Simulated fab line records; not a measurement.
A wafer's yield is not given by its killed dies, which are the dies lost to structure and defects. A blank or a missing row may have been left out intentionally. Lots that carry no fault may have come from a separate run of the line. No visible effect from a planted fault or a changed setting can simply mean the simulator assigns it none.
A lot that was struck, set against a sound lot -- flow n5Finfet -- 23 steps out of a route of 1938
Sound: these wafers, L790.3, L790.4, L790.6. Wafers L802.2, L802.3, L802.6 were the ones struck. At the end, the cause is stated.
For every step that has rows: the tool of each side, followed by ch and its chambers, followed by its first start. Under that, the readings that differ: sound wafers -- struck wafers -- difference of the means -- sigmas: that difference in standard deviations of wafers without a fault.
alike: readings whose means differ by less than 2 such deviations, and words and numbers that are the same on both sides. not compared: withheld readings, readings that some wafer has no value for, bounds like >300 that may hide the same value, and numbers for which the record gives no deviation and whose values overlap.
A row with sigmas, a row that says differs or no value, or rows on one side alone: a step with any of these is where the two part. When numbers do not overlap yet have no deviation, they are printed without sigmas and do not part them. A reading missing from all wafers of one side parts the sides only when that side holds two or more wafers.

first, 10 steps without rows for these wafers: N5_BEOL_M0_SAQP_DESCUM_19 (chemistry O2, time 7.9 s); N5_BEOL_M0_SAQP_ETCH_83 (etches SiARC in CF4, target depth 39 nm, time 65 s); N5_BEOL_M0_SAQP_ETCH_84 (etches SOC in N2/H2, target depth 100 nm, overetch 20 nm, time 150 s); N5_BEOL_M0_SAQP_STRIP_80 (strips in N2/H2); N5_BEOL_M0_SAQP_HM_OPEN_112 (chemistry CHF3/O2, target SiO2, stops on a-Si, target depth 12 nm, time 13.5 s); N5_BEOL_M0_SAQP_STRIP_113 (strips in CHF3/O2); N5_BEOL_M0_SAQP_MANDREL_ETCH_20 (etches a-Si in HBr/Cl2, stops on SiNx, target depth 60 nm, bt time 10 s, time 30 s); N5_BEOL_M0_SAQP_STRIP_86 (strips in N2/H2); N5_BEOL_M0_SAQP_STRIP_115 (strips in post etch residue remover, time 60 s); N5_BEOL_M0_SAQP_SRD_93 (time 30 s).
N5_BEOL_M0_SAQP_RECESS_114: chemistry HF/NH3, target SiO2, target depth 14.4 nm, afs cycles 3, sublimation time 60 s.
  sound on vaporEtch-02 ch 0,1, day 5 22:50; struck on vaporEtch-02 ch 1, day 9 00:08
  no value came back on the struck wafers for afsCycles, drypumpMotorCurrentA (A); on the sound wafers afsCycles reads 3 3 3
reading,sound,struck,difference,sigmas
model.SiO2_of_BEOL_M0_SAQP_HM_DEP_111.thkNm (nm),0 0 0,11.6 12 12,+11.9,
model.SiNx_of_BEOL_M0_SAQP_PECVD_97.thkNm (nm),15.6 15.8 15.8,17.6 18 18.6,+2.3,
then, 8 steps without rows for these wafers: N5_BEOL_M0_SAQP_SPACER1_ALD_98 (deposits SiO2, target thk 12.8 nm, pulse time 1 s, purge time 2 s); N5_BEOL_M0_SAQP_SPACER1_ETCHBACK_99 (etches SiO2 in CHF3/O2, target depth 15.4 nm, time 7.7 s); N5_BEOL_M0_SAQP_MANDREL1_REMOVE_100 (chemistry HBr/Cl2/O2, target a-Si, stops on SiNx, bt time 10 s); N5_BEOL_M0_SAQP_ETCH_101 (etches SiNx in CH3F/O2, target depth 29.9 nm, time 42.7 s); N5_BEOL_M0_SAQP_ETCH_102 (etches SiO2 in CF4, target depth 4 nm, time 4.4 s); N5_BEOL_M0_SAQP_MANDREL_ETCH_103 (etches a-Si in HBr/Cl2, stops on SiCN, target depth 45 nm, bt time 10 s, time 27 s); N5_BEOL_M0_SAQP_RECESS_104 (chemistry HF/NH3, target SiO2, target depth 18 nm, afs cycles 3, sublimation time 60 s); N5_BEOL_M0_SAQP_COAT_105 (time 60 s, resist thk 100 nm).
N5_BEOL_M0_SAQP_ETCH_106: etches SOC in N2/H2, stops on SiNx, target depth 150 nm.
  sound on rieDiel-05 ch 0,2,3, day 6 00:45; struck on rieDiel-04 ch 1,2, day 9 02:00
reading,sound,struck,difference,sigmas
throttleValvePct (%),18.03 18.18 17.86,17.31 17.81 17.33,-0.54,-3
model.SiNx_of_BEOL_M0_SAQP_PECVD_97.thkNm (nm),15.2 15.4 15.4,17.2 17.6 18.2,+2.3,
  alike: biasW, drypumpMotorCurrentA, oesProductAu, rfVppV, showerheadPlenumPTorr
  not compared: rfHoursCounterH
then, 1 step without rows for these wafers: N5_BEOL_M0_SAQP_ETCH_107 (etches SiNx in CH3F/O2, target depth 30 nm).
N5_BEOL_M4_RC_MEAS_101:
  the record has rows for the sound wafers here (prober-02 ch 0, day 8 11:16) and none for the struck ones
-- the record jumps here: 7 days lie between the struck wafers' starts before and after (it left off in module BEOL_M4 and takes up again in module PASSIVATION, whose first step shown is number 1936 of the route) --
N5_PASSIVATION_PROBE_49:
  sound on prober-01, day 12 13:35; struck on prober-02, day 16 02:22
reading,sound,struck,difference,sigmas
defectLimitedYield (%),91.4 90.9 92.0,0 0 0,-91,-61
killed_at_M0_to_M3,37 52 42,1134 1135 1122,+1087,+91
killedDies,102 107 94,1180 1180 1180,+1079,+60
killedOnRim,17 10 6,152 152 152,+141,+35
sort_bin_5_function (%),4.4 5.8 4.6,97.7 98.0 96.4,+92.4,+95
sortNPass,1078 1073 1086,0 0 0,-1079,-63
sortYieldPct (%),91.4 90.9 92.0,0 0 0,-91,-61
  alike: killed_at_M4_up, killedAtContacts, killedAtFrontEnd, killedAtOther, killedOpen, killedShort, sort_bin_6_memory

== WHERE THEY PART ==
First at N5_BEOL_M0_SAQP_RECESS_114; last, within this record, at N5_PASSIVATION_PROBE_49.

WHY: the cause the simulator had injected
Whole step skipped at N5_BEOL_M0_SAQP_RECESS_114 on vaporEtch-02, starting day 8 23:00. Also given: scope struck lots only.
